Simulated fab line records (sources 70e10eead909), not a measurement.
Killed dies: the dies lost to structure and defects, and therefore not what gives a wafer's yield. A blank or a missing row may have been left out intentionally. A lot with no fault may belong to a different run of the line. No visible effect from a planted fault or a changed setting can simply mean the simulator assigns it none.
Which tool was responsible? | flow nandHarc | 12 lots (36 wafers sampled), 1 step of a 1159-step route

== WHAT THE GAUGES READ, wafer by wafer ==
NHARC_A_SGD_CUT_THK_MEAS_22: measures by ellipsometry.
lot  | measured     | on           | thkNm (nm)
L076 | day 14 02:19 | filmMetro-02 | 147.3 150.4 147.9
L077 | day 14 15:26 | filmMetro-01 | 146.9 148.9 148.7
L079 | day 15 10:02 | filmMetro-02 | 145.8 147.9 147.8
L080 | day 15 10:04 | filmMetro-02 | 148.3 150.2 147.3
L083 | day 16 06:02 | filmMetro-02 | 146.7 149.3 148.6
L088 | day 17 00:25 | filmMetro-01 | 149.7 147.2 146.8
L086 | day 17 10:14 | filmMetro-01 | 146.7 149.5 146.3
L085 | day 17 10:23 | filmMetro-02 | 147.7 147.6 151.4
L091 | day 18 10:20 | filmMetro-02 | 145.4 146.6 147.2
L093 | day 18 18:58 | filmMetro-01 | 149.0 149.3 149.9
L097 | day 19 08:28 | filmMetro-01 | 147.8 146.5 146.6
L095 | day 19 16:08 | filmMetro-02 | 147.4 146.9 147.3

== TOOL THAT RAN EACH LOT (tool first, then ch and the chambers of the sampled wafers, then the start) ==
Before these readings, the record contains no process step.

== THE ANSWER, worked out from the rows above alone ==
Rule: usual is defined by the lots themselves. The widest of any qualifying gaps counts: lots, ordered by their means at a reading, are off when they make up no more than a third of the lots, leave a main group of 4 or more, and stand apart from it by 3 or more times the standard deviation of that group's means. If all means in a main group match to the digits the tables above print for the reading, that group is not used. A lot without any number at a reading at which 4 lots or more have one is off too. Any other lot the step has rows for is counted as sound.
No lot is off on any of the readings shown, so nothing can be concluded from this.

== WHAT THE SIMULATOR HAD INSERTED ==
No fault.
